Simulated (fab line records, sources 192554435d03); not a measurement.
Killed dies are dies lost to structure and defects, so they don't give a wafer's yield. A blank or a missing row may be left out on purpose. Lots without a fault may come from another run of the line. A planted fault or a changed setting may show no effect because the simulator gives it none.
Split-lot experiment | flow n5_finfet | 7 lots, 21 wafers read, on a route of 1938 steps

THE SPLIT
At N5_BEOL_M1_ETCH_77 (etches underlayer in N2/H2, target depth 6.5 nm, time 5.2 s), the setting source_w was moved away from the recipe's 840 W on 4 of the 21 wafers read, by -6.3% to +7.8%. The other wafers ran this setting at the recipe's value.

The reading is taken at the split's own step.

THE READING
rf_vpp_V, in V, at N5_BEOL_M1_ETCH_77 (etches underlayer in N2/H2, target depth 6.5 nm, time 5.2 s). Fault-free wafers of this fab line usually give 523.7 V, standard deviation 2.3 V.

wafer  | tool, chamber at the split | source_w as run, W | against the recipe | rf_vpp_V, V | against lot-mates on the recipe
L075.1 | rie_diel-01, 1             | 840                | recipe             | 523.3       | -
L075.3 | rie_diel-01, 0             | 905.4              | +7.8%              | 509.3       | -14.0
L075.4 | rie_diel-01, 3             | 905.4              | +7.8%              | 511.7       | -11.6
L077.2 | rie_diel-03, 3             | 840                | recipe             | 521.5       | -
L077.3 | rie_diel-03, 1             | 840                | recipe             | 525.8       | -
L077.6 | rie_diel-03, 3             | 840                | recipe             | 520.8       | -
L078.2 | rie_diel-03, 1             | 840                | recipe             | 526.7       | -
L078.4 | rie_diel-03, 3             | 840                | recipe             | 520.5       | -
L078.5 | rie_diel-03, 3             | 840                | recipe             | 520.8       | -
L082.2 | rie_diel-02, 0             | 787                | -6.3%              | 537.8       | +15.4
L082.4 | rie_diel-02, 1             | 840                | recipe             | 522.4       | -
L082.6 | rie_diel-02, 2             | 787                | -6.3%              | 533.9       | +11.5
L084.1 | rie_diel-01, 0             | 840                | recipe             | 526.4       | -
L084.3 | rie_diel-01, 2             | 840                | recipe             | 522.0       | -
L084.6 | rie_diel-01, 3             | 840                | recipe             | 523.4       | -
L091.1 | rie_diel-01, 2             | 840                | recipe             | 523.9       | -
L091.2 | rie_diel-01, 3             | 840                | recipe             | 524.1       | -
L091.3 | rie_diel-01, 1             | 840                | recipe             | 521.3       | -
L095.3 | rie_diel-03, 2             | 840                | recipe             | 527.5       | -
L095.5 | rie_diel-03, 1             | 840                | recipe             | 527.0       | -
L095.6 | rie_diel-03, 0             | 840                | recipe             | 525.0       | -

THE FIT
A straight line over all 21 wafers: rf_vpp_V changes by -1.79 V for each +1% of source_w; r = -0.93; the points scatter about the line by 2.3 V.
The same after taking each lot's own level away (the mean of its wafers on the recipe; 21 wafers): -1.84 V for each +1%; r = -0.95; scatter 2 V.
On that fit, the largest move of source_w shifts the reading by 14 V.
The lots' own levels span 522.40 to 526.50 V, that is 1.8 times the standard deviation above.
So the lot-to-lot level changes the slope little: the two slopes agree.
Check: with one of the wafers moved furthest among these (+7.8%) left out of the fit, the line predicts -14 V for it against its lot-mates. It came out at -14 V against them.
Tool readings at the split's step, against how far the setting was moved: rf_vpp_V r = -0.93.

OTHER SPLITS ON THESE WAFERS
These wafers also went through other splits before the reading. Each is held against what the fit with the lots' levels taken away leaves over:
other split on the same wafers              | wafers away from the commonest value | r with rf_vpp_V (lot level and that fit taken away)
N5_BEOL_M0_SAQP_SPACER2_ALD_26 target_thk_a | 6                                    | -0.01
N5_BEOL_M0_SAQP_COAT_69 spin_rpm            | 5                                    | +0.33

THE FILE'S OWN FIT
rf_vpp_V changes by -1.84 V for each +1% of source_w, r = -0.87.
